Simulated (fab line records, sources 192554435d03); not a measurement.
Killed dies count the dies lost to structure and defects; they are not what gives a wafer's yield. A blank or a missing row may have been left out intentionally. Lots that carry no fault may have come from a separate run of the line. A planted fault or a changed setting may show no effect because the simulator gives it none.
Matching of chambers / flow n5_finfet / 3 sister chambers for N5_GATE_CUT_PECVD_57 on pecvd-02
The step deposits SiNx from SiH4/NH3/N2, target thk 21 nm. 3 wafers are shown with their chamber, then 10 later ones without.

## WAFERS, EACH WITH ITS CHAMBER
wafer=L080.4; chamber=2; showerhead_plenum_p_Torr (Torr)=5.14
wafer=L088.1; chamber=1; showerhead_plenum_p_Torr (Torr)=5.07
wafer=L088.3; chamber=0; showerhead_plenum_p_Torr (Torr)=5.15

## WAFERS WHOSE CHAMBER IS MISSING
wafer=L088.5; showerhead_plenum_p_Torr (Torr)=5.15
wafer=L089.3; showerhead_plenum_p_Torr (Torr)=5.06
wafer=L089.5; showerhead_plenum_p_Torr (Torr)=5.06
wafer=L089.6; showerhead_plenum_p_Torr (Torr)=5.15
wafer=L097.2; showerhead_plenum_p_Torr (Torr)=5.13
wafer=L097.5; showerhead_plenum_p_Torr (Torr)=5.14
wafer=L097.6; showerhead_plenum_p_Torr (Torr)=5.15
wafer=L096.1; showerhead_plenum_p_Torr (Torr)=5.14
wafer=L096.5; showerhead_plenum_p_Torr (Torr)=5.14
wafer=L096.6; showerhead_plenum_p_Torr (Torr)=5.16

## WHICH CHAMBER EACH ONE RAN IN
wafer=L088.5; from the rows above=can't be placed: 0 or 2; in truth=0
wafer=L089.3; from the rows above=1; in truth=1
wafer=L089.5; from the rows above=1; in truth=1
wafer=L089.6; from the rows above=can't be placed: 0 or 2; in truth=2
wafer=L097.2; from the rows above=can't be placed: 2 or 0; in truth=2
wafer=L097.5; from the rows above=can't be placed: 2 or 0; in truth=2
wafer=L097.6; from the rows above=can't be placed: 0 or 2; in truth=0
wafer=L096.1; from the rows above=can't be placed: 2 or 0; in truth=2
wafer=L096.5; from the rows above=can't be placed: 2 or 0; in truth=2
wafer=L096.6; from the rows above=can't be placed: 0 or 2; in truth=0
2 of 10 placed correctly. These rows do not allow placing 8 (true chamber among the candidates in 8). Placed wrongly: 0.
How it was worked out, from the rows above alone: a wafer's distance from a chamber is the root of the sum, over the readings, of the square of ((its reading less the chamber's mean) divided by the reading's scatter). The wafer belongs to the nearest chamber; if the next one is less than 2 further off, it can't be placed. For every chamber, the mean is computed from those of its wafers that are shown. The scatter: with one shown wafer a chamber, the root of the mean of the squares of how far each hidden wafer lies from its nearest shown one.
